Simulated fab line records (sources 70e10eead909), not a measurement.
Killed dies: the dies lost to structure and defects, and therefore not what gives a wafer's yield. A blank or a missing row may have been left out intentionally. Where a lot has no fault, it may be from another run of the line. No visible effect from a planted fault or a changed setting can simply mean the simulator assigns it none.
Chamber matching    flow nand_harc    4 sister chambers for NHARC_P_ZERO_WELL_DESCUM_26 on rie_diel-03
The step chemistry O2, time 3 s. 24 wafers are shown with their chamber, then 12 later ones without.

== WAFERS WITH THEIR CHAMBER ==
wafer   chamber  drypump_motor_current_A (A)  showerhead_plenum_p_Torr (Torr)  oes_product_au (a.u.)
L075.1  1        5.7                          1.97                             1.005
L075.4  2        6.2                          1.84                             0.975
L075.5  3        5.4                          1.86                             1.010
L077.4  1        5.7                          1.97                             1.006
L077.5  0        6.1                          1.81                             0.973
L077.6  1        5.7                          1.97                             1.006
L084.1  2        6.2                          1.84                             0.978
L084.5  3        5.4                          1.85                             1.025
L084.6  0        6.2                          1.80                             0.980
L086.2  0        6.2                          1.80                             1.001
L086.4  1        5.7                          1.96                             0.988
L086.6  2        6.2                          1.83                             0.997
L087.1  2        6.2                          1.83                             0.986
L087.5  1        5.7                          1.96                             0.976
L087.6  2        6.1                          1.83                             0.981
L089.2  3        5.4                          1.85                             1.028
L089.3  1        5.7                          1.95                             1.000
L089.5  2        6.2                          1.83                             0.991
L090.2  3        5.4                          1.85                             1.018
L090.3  1        5.7                          1.95                             0.984
L090.4  2        6.1                          1.83                             0.989
L092.1  2        6.1                          1.83                             0.995
L092.2  1        5.7                          1.95                             1.007
L092.5  0        6.2                          1.79                             1.008

SIGNATURES (means of the wafers above)
reading                   chamber 0  chamber 1  chamber 2  chamber 3  scatter within a chamber
drypump_motor_current_A   6.175      5.700      6.162      5.400      0.0362
showerhead_plenum_p_Torr  1.8000     1.9600     1.8325     1.8525     0.00716
oes_product_au            0.99050    0.99650    0.98650    1.02025    0.0112
Rule: for a wafer and a chamber, the distance is found by dividing, reading by reading, the gap between the wafer's reading and the chamber's mean by the reading's scatter, squaring, summing and taking the root. If the next closest chamber is less than 2 further off than the closest, the wafer can't be placed; otherwise it belongs to the closest. The scatter is the square root of a quotient: the sum, over the shown wafers, of each reading's squared deviation from its chamber's mean, divided by wafers minus chambers.

== WAFERS WITH NO CHAMBER GIVEN ==
wafer   drypump_motor_current_A (A)  showerhead_plenum_p_Torr (Torr)  oes_product_au (a.u.)
L094.3  5.4                          1.85                             1.018
L094.4  6.2                          1.83                             0.995
L094.6  5.7                          1.95                             1.007
L095.3  5.7                          1.95                             1.009
L095.5  5.4                          1.84                             1.025
L095.6  6.1                          1.83                             0.993
L096.1  6.1                          1.82                             0.994
L096.2  5.7                          1.95                             1.003
L096.5  6.2                          1.79                             1.007
L097.3  5.7                          1.95                             1.003
L097.4  6.1                          1.79                             1.008
L097.5  6.1                          1.79                             1.010

== CHAMBER TAKEN BY EACH ==
wafer   from the rows above      in truth
L094.3  3                        3
L094.4  2                        2
L094.6  1                        1
L095.3  1                        1
L095.5  3                        3
L095.6  2                        2
L096.1  can't be placed: 2 or 0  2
L096.2  1                        1
L096.5  0                        0
L097.3  1                        1
L097.4  0                        0
L097.5  0                        0
11 of 12 placed correctly. Cannot be placed on the basis of these rows: 1; the candidates contain the true chamber in 1. 0 placed wrongly.
